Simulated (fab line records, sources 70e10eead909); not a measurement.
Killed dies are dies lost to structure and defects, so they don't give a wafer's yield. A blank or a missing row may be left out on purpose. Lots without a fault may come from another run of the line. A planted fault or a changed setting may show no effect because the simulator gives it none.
Chamber matching | flow nand_harc | NHARC_P_M1_CMP_23 on cmp-03: 4 sister chambers
The step polishes, t overpolish 20 s, target thk 157.82 nm. 8 wafers are shown with their chamber, then 8 later ones without.

WAFERS WITH THEIR CHAMBER
wafer  | chamber | motor_current_A (A) | time_to_endpoint_s (s)
L079.6 | 3       | 11.3                | 29.6
L081.2 | 1       | 11.8                | 27.7
L081.3 | 3       | 11.4                | 31.3
L081.4 | 0       | 9.7                 | 30.8
L084.2 | 0       | 9.6                 | 31.5
L084.3 | 2       | 11.3                | 30.8
L084.4 | 1       | 12.0                | 27.8
L089.3 | 2       | 12.6                | 27.4

WAFERS WITHOUT THEIR CHAMBER
wafer  | motor_current_A (A) | time_to_endpoint_s (s)
L089.5 | 9.4                 | 30.3
L089.6 | 11.7                | 23.3
L091.2 | 11.2                | 31.1
L091.3 | 10.3                | 31.3
L091.4 | 11.8                | 30.1
L097.1 | 12.0                | 26.9
L097.2 | 9.6                 | 30.5
L097.5 | 12.0                | 30.0

WHICH CHAMBER EACH WENT THROUGH
wafer  | from the rows above          | in truth
L089.5 | 0                            | 0
L089.6 | can't be placed: 1 or 2      | 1
L091.2 | can't be placed: 3 or 2      | 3
L091.3 | can't be placed: 0 or 3      | 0
L091.4 | can't be placed: 2 or 3 or 1 | 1
L097.1 | can't be placed: 1 or 2      | 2
L097.2 | 0                            | 0
L097.5 | can't be placed: 2 or 3 or 1 | 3
Placed correctly: 2 of 8. Can't be placed from these rows: 6 (the true chamber is among the candidates in 6). Placed wrongly: 0.
How it was worked out, from the rows above alone: a wafer's distance from a chamber is the root of the sum, over the readings, of the square of ((its reading less the chamber's mean) divided by the reading's scatter). The wafer belongs to the nearest chamber; if the next one is less than 2 further off, it can't be placed. A chamber's mean is the mean of its shown wafers. The scatter: the root of (the sum of the squares of (reading less its chamber's mean) over the shown wafers, divided by (wafers less chambers)).
